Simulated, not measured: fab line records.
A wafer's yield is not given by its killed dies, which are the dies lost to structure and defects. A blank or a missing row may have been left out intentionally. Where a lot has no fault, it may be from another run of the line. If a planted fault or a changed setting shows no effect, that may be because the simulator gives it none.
A lot that was struck, set against a sound lot || flow nand_harc || 15 out of 1159 route steps
Sound: the wafers L725.2, L725.4, L725.5. Struck: wafer L729.5 (L729.1, L729.4, from the same lot, were not struck and are left out); the cause is given at the end.
Each step with rows lists, per side, the tool, then ch with its chambers, then its first start. Under that, the readings that differ: sound wafers || struck wafers || difference of the means || sigmas: that difference in standard deviations of wafers without a fault.
alike: readings whose means differ by less than 2 such deviations, and words and numbers that are the same on both sides. not compared: withheld readings, readings that some wafer has no value for, bounds like >300 that may hide the same value, and numbers for which the record gives no deviation and whose values overlap.
The two part at a step that has a row with sigmas, a row that says differs or no value, or rows on one side only. Numbers that don't overlap but have no deviation are shown without sigmas and don't part them. Lack of a reading on every wafer of one side parts them only where that side has two or more wafers.

first, 7 steps without rows for these wafers: NHARC_P_STI_COAT_41 (time 65 s); NHARC_P_STI_COAT_03 (resist thk 600 nm); NHARC_P_STI_SOFTBAKE_04 (time 70 s); NHARC_P_STI_EBR_05; NHARC_P_STI_EXPOSE_06 (exposes mask P STI, target cd 200 nm); NHARC_P_STI_PEB_07 (peb time 80 s); NHARC_P_STI_DEVELOP_08 (time 50 s).
NHARC_P_STI_CD_MEAS_09: target cd 200 nm.
  sound on cd_sem-03 ch 0, day 6 06:20; struck on cd_sem-03 ch 0, day 7 05:01
  alike: cd_nm
NHARC_P_STI_OVL_MEAS_10:
  sound on overlay-02 at day 6 06:25; struck on overlay-01 at day 7 05:05
  alike: overlay_x_nm, overlay_y_nm
NHARC_P_STI_INSPECT_11:
  sound on defect_inspect-02 at day 6 06:28; struck on defect_inspect-02 at day 7 05:08
  alike: raw_defect_count
then, 1 step without rows for these wafers: NHARC_P_STI_HARDBAKE_13 (time 65 s).
NHARC_P_STI_DESCUM_14: chemistry O2, time 3 s.
  sound on rie_diel-07 ch 0,1,3, day 6 06:36; struck on rie_diel-07 ch 1, day 7 05:16
{"reading": "drypump_motor_current_A (A)", "sound": "6.3 4.9 6.0", "struck": 4.9, "difference": -0.8, "sigmas": -2}
  alike: oes_product_au, rf_vpp_V, showerhead_plenum_p_Torr, throttle_valve_pct
  not compared: rf_hours_counter_h
NHARC_P_STI_ETCH_42: etches the open film in N2/H2, target depth 80 nm, overetch 24 nm, time 61 s.
  sound on rie_diel-07 ch 0,3, day 6 06:43; struck on rie_diel-07 ch 0, day 7 05:21
{"reading": "oes_product_au (a.u.)", "sound": "0.992 0.993 0.998", "struck": 0.870, "difference": -0.124, "sigmas": -15}
  alike: drypump_motor_current_A, rf_fwd_power_W, rf_vpp_V, showerhead_plenum_p_Torr, throttle_valve_pct
  not compared: rf_hours_counter_h
NHARC_P_STI_ETCH_31: etches the open film in CF4/CHF3, target depth 108.9 nm, time 54.5 s.
  sound: rie_diel-07 ch 1,3; struck: rie_diel-07 ch 3
  alike: drypump_motor_current_A, oes_product_au, rf_fwd_power_W, rf_vpp_V, showerhead_plenum_p_Torr, throttle_valve_pct
  not compared: rf_hours_counter_h
NHARC_END_SORT_01:
  the record has rows for the sound wafers here (prober-02 ch 0, day 23 08:51) and none for the struck ones

== WHERE THEY PART ==
Earliest at NHARC_P_STI_DESCUM_14; latest, in this record, at NHARC_END_SORT_01.

WHY: the cause the simulator had injected
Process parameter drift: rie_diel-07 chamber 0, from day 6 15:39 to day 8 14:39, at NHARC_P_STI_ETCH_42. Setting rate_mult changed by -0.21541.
